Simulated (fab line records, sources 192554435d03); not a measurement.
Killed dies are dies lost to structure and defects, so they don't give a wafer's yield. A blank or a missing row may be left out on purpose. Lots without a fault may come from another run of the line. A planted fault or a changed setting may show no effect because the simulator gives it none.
fab line records | flow n5_finfet | part 2 of 2: steps 5 to 6 of 6
record lots=20 wafers=60 last_day=19
route steps=1938 shown BEOL_M9@1437 BEOL_M10@1486
lots that met no fault: from a run of the same line without faults
start_h: hours from the record's first day to the start of the lot's first wafer shown | wait_h: hours since the lot's step before | " the same as in the row above | L1.1+2: a row that stands for several wafers | - no value, or no start given | * or withheld: withheld | < > ~ a bound
route shown NAME@n: a module of which the file shows steps, and the number in the route of the first | usual: mean/standard deviation of fault-free wafers | same: alike in all rows | chamber/n: place in a boat | sites: the reading at each site | _std_site: their standard deviation | _edge_site: outer sites' mean less inner sites' | radius_mm: how far each site lies from the wafer's centre | mask NAME#n: copy n | behind: the tool/chamber that last shaped the wafer | hold: why the lot was held/for how many hours/how that ended | device: the transistor (n, p or np) that didn't switch | end of line: the same wafers' tests at the end of the route | a step without rows: its recipe alone | killed: dies lost to structure and defects at the first sort, not the wafer's yield | map: a wafer's dies, x killed, . not, _ none there
set.NAME: the setting as run; set.NAME@STEP: as run at that earlier step | model.NAME: the simulator's own value behind a step, which no gauge read
steps of the route over a sample of lots; a table a step, a row a wafer
services: from which hour (start_h, from the record's first day; less than 0 if before it) a tool's chamber was out of use, for how many hours, and why
## steps
# step N5_BEOL_M9_ANNEAL_51
# recipe temp_c=225 time_s=90 ambient=N2
# usual wafer_temp_C_max=226.3/0.36
# same time_s=90
# columns lot.wafer tool chamber start_h wait_h wafer_temp_C_max
L074.1 rtp_anneal-01 0 228.29 0.5 226.0
L074.2 " 0 " " 226.1
L074.3 " 0 " " 226.1
L076.1 rtp_anneal-02 0 239.31 0.1 226.5
L076.5 " 0 " " 226.3
L076.6 " 0 " " 227.1
L075.1 rtp_anneal-01 0 239.47 0.1 226.1
L075.4 " 0 " " 226.4
L075.5 " 0 " " 226.2
L079.3 rtp_anneal-02 0 254.03 0.1 226.5
L079.4 " 0 " " 226.0
L079.6 " 0 " " 226.6
L077.2 rtp_anneal-02 0 259.27 0.2 227.0
L077.3 " 0 " " 226.5
L077.6 " 0 " " 226.6
L078.2 rtp_anneal-02 0 268.29 0.7 226.5
L078.5 " 0 " " 226.2
L078.6 " 0 " " 226.5
L082.1 rtp_anneal-02 0 285.89 0.1 226.3
L082.2 " 0 " " 226.5
L082.6 " 0 " " 226.8
L081.1 rtp_anneal-01 0 295.54 0.7 225.8
L081.3 " 0 " " 226.3
L081.6 " 0 " " 226.5
L084.1 rtp_anneal-01 0 297.48 0.1 226.5
L084.2 " 0 " " 226.2
L084.5 " 0 " " 226.1
L086.1 rtp_anneal-01 0 301.75 0.2 226.0
L086.4 " 0 " " 226.0
L086.5 " 0 " " 225.9
L085.1 rtp_anneal-01 0 319.40 0.2 225.8
L085.2 " 0 " " 226.4
L085.6 " 0 " " 226.0
L083.1 rtp_anneal-02 0 320.49 0.4 226.2
L083.3 " 0 " " 226.0
L083.5 " 0 " " 226.5
L088.1 rtp_anneal-02 0 323.91 2.2 227.5
L088.2 " 0 " " 226.9
L088.5 " 0 " " 227.0
L089.1 rtp_anneal-01 0 326.54 0.1 226.3
L089.2 " 0 " " 226.1
L089.5 " 0 " " 226.2
L090.1 rtp_anneal-01 0 331.84 1.8 226.0
L090.4 " 0 " " 226.0
L090.5 " 0 " " 226.7
L092.1 rtp_anneal-01 0 354.00 1.6 226.2
L092.3 " 0 " " 226.4
L092.5 " 0 " " 226.2
L094.1 rtp_anneal-02 0 355.86 0.1 226.1
L094.2 " 0 " " 226.8
L094.4 " 0 " " 226.5
L095.2 rtp_anneal-01 0 363.81 0.1 226.2
L095.5 " 0 " " 225.7
L095.6 " 0 " " 225.9
L096.1 rtp_anneal-01 0 384.55 0.2 225.8
L096.2 " 0 " " 225.8
L096.3 " 0 " " 225.8
L097.2 rtp_anneal-01 0 389.17 0.1 226.5
L097.4 " 0 " " 226.2
L097.6 " 0 " " 226.0
# step N5_BEOL_M10_DESCUM_16
# recipe chemistry=O2 time_s=7.9 source_power_w=50 bias_power_w=20 pressure_mtorr=20 rf_frequency_hz=2.712e+07 temp_c=40 resist=CAR-ArF o2_flow_sccm=225
# usual drypump_motor_current_A=5.9/0.36 oes_product_au=0.80/0.084 rf_vpp_V=243.6/1.8 showerhead_plenum_p_Torr=2.11/0.099 throttle_valve_pct=20.33/0.16
# same time_s=7.9
# columns lot.wafer tool chamber start_h wait_h drypump_motor_current_A oes_product_au rf_hours_counter_h rf_vpp_V showerhead_plenum_p_Torr throttle_valve_pct
L074.1 rie_diel-05 2 230.46 0.0 5.8 0.88 29 244.1 2.23 20.32
L074.2 " 0 " " 5.6 0.74 181 244.9 2.17 20.27
L074.3 " 1 " " 5.4 0.75 154 239.9 1.91 20.52
L075.1 rie_diel-02 0 242.58 0.0 5.3 0.83 61 245.3 2.21 20.19
L075.4 " 2 " " 6.3 0.97 9 243.4 2.05 20.21
L075.5 " 3 " " 5.9 0.72 - 242.9 2.16 20.27
L076.1 rie_diel-04 2 242.74 0.0 6.1 0.84 82 243.0 2.02 20.53
L076.5 " 3 " " 6.0 0.72 - 242.6 2.07 20.40
L076.6 " 2 " " 6.1 0.84 - 241.3 2.02 20.55
L079.3 rie_diel-02 2 256.08 0.2 6.4 0.94 14 243.4 2.05 20.20
L079.4 " 0 " " 5.3 0.82 66 245.6 2.21 20.21
L079.6 " 2 " " 6.4 0.94 - 242.2 2.05 20.21
L077.2 rie_diel-04 1 262.99 0.3 6.1 0.70 245 241.7 1.97 20.28
L077.3 " 0 " " 6.4 0.84 75 246.0 2.22 20.28
L077.6 " 0 " " 6.4 0.84 - 245.5 2.22 20.25
L078.2 rie_diel-04 3 271.21 0.0 6.0 0.71 232 242.8 2.07 20.41
L078.5 " 1 " " 6.1 0.71 - 242.5 1.97 20.27
L078.6 " 2 " " 6.1 0.82 - 240.7 2.02 20.56
L082.1 rie_diel-02 3 287.99 0.0 5.9 0.69 226 244.0 2.15 20.28
L082.2 " 0 " " 5.3 0.80 77 245.2 2.21 20.22
L082.6 " 2 " " 6.4 0.92 - 241.4 2.04 20.23
L081.1 rie_diel-05 2 298.24 0.3 5.8 0.86 51 246.1 2.22 20.33
L081.3 " 1 " " 5.4 0.74 176 240.1 1.90 20.56
L081.6 " 3 " " 6.3 0.92 - 243.6 2.14 20.31
L084.1 rie_diel-04 3 301.91 0.8 6.0 0.70 244 243.2 2.06 20.43
L084.2 " 0 " " 6.4 0.82 90 246.0 2.21 20.28
L084.5 " 3 " " 5.9 0.70 - 243.8 2.06 20.42
L086.1 rie_diel-04 1 305.00 0.2 6.1 0.99 6 245.5 2.23 19.95
L086.4 " 2 " " 6.1 0.81 104 241.7 2.01 20.57
L086.5 " 2 " " 6.1 0.81 - 243.9 2.01 20.57
L085.1 rie_diel-04 2 322.53 0.1 6.1 0.80 108 242.0 2.01 20.59
L085.2 " 3 " " 6.0 0.69 250 242.2 2.06 20.42
L085.6 " 0 " " 6.4 0.83 - 243.6 2.21 20.31
L083.1 rie_diel-05 2 323.22 0.1 5.8 0.83 61 245.9 2.22 20.36
L083.3 " 0 " " 5.5 0.72 208 245.5 2.16 20.29
L083.5 " 3 " " 6.3 0.89 - 244.1 2.14 20.32
L088.1 rie_diel-05 0 327.04 0.1 5.5 0.71 210 243.3 2.16 20.31
L088.2 " 2 " " 5.8 0.82 62 243.5 2.22 20.37
L088.5 " 0 " " 5.5 0.72 - 243.1 2.16 20.29
L089.1 rie_diel-05 0 330.19 0.5 5.5 0.72 211 245.1 2.16 20.31
L089.2 " 3 " " 6.3 0.90 30 242.7 2.14 20.33
L089.5 " 2 " " 5.8 0.84 - 244.8 2.22 20.34
L090.1 rie_diel-02 2 335.43 0.0 6.4 0.89 42 242.7 2.04 20.25
L090.4 " 3 " " 5.9 0.69 237 244.1 2.15 20.31
L090.5 " 1 " " 5.5 0.76 - 244.2 2.18 20.41
L092.1 rie_diel-04 0 359.13 1.0 6.4 0.81 111 245.3 2.21 20.31
L092.3 " 1 " " 6.1 0.94 25 245.0 2.22 19.97
L092.5 " 0 " " 6.4 0.81 - 245.0 2.21 20.34
L094.1 rie_diel-02 2 359.68 0.9 6.4 0.88 50 242.9 2.03 20.25
L094.2 " 0 " " 5.3 0.79 102 246.1 2.20 20.24
L094.4 " 2 " " 6.4 0.87 - 241.5 2.03 20.27
L095.2 rie_diel-02 2 366.23 0.0 6.4 0.87 54 241.1 2.03 20.27
L095.5 " 0 " " 5.3 0.78 - 244.4 2.19 20.25
L095.6 " 3 " " 5.9 0.69 - 245.3 2.14 20.32
L096.1 rie_diel-04 2 387.10 0.0 6.1 0.77 131 241.6 2.00 20.62
L096.2 " 0 " " 6.4 0.80 120 244.3 2.20 20.34
L096.3 " 3 " " 6.0 0.91 15 242.8 2.05 20.09
L097.2 rie_diel-05 2 393.26 0.5 5.8 0.80 89 245.5 2.21 20.41
L097.4 " 3 " " 6.3 0.85 48 245.2 2.13 20.35
L097.6 " 1 " " 5.4 0.70 - 238.4 1.89 20.62
## services
# columns tool chamber start_h hours kind
rie_diel-01 0 210.39 10.2 repair
rie_diel-05 3 226.36 1.8 repair
rie_diel-03 2 241.27 5.7 repair
rie_diel-03 3 244.60 9.1 repair
rie_diel-05 0 267.67 7.6 repair
rie_diel-06 2 269.26 3.9 repair
rie_diel-03 3 274.20 - clean
rie_diel-03 3 274.20 - consumable_replace:focus_ring
rie_diel-03 3 274.20 15.2 scheduled_down
rie_diel-03 3 274.20 15.2 vent_cycle
rie_diel-01 0 275.92 17.7 repair
rie_diel-06 3 313.37 - clean
rie_diel-06 3 313.37 - consumable_replace:esc
rie_diel-06 3 313.37 - consumable_replace:focus_ring
rie_diel-02 3 321.37 8.5 repair
rtp_anneal-01 - 326.99 4.0 pm
rie_diel-05 3 337.33 15.2 repair
rie_diel-03 - 339.99 0.7 repair
rie_diel-06 0 356.11 2.4 repair
rie_diel-02 1 356.92 13.5 repair
rie_diel-01 0 358.70 5.0 repair
rie_diel-03 0 364.52 16.1 repair
rie_diel-01 0 367.00 3.0 repair
rie_diel-06 2 374.77 20.6 repair
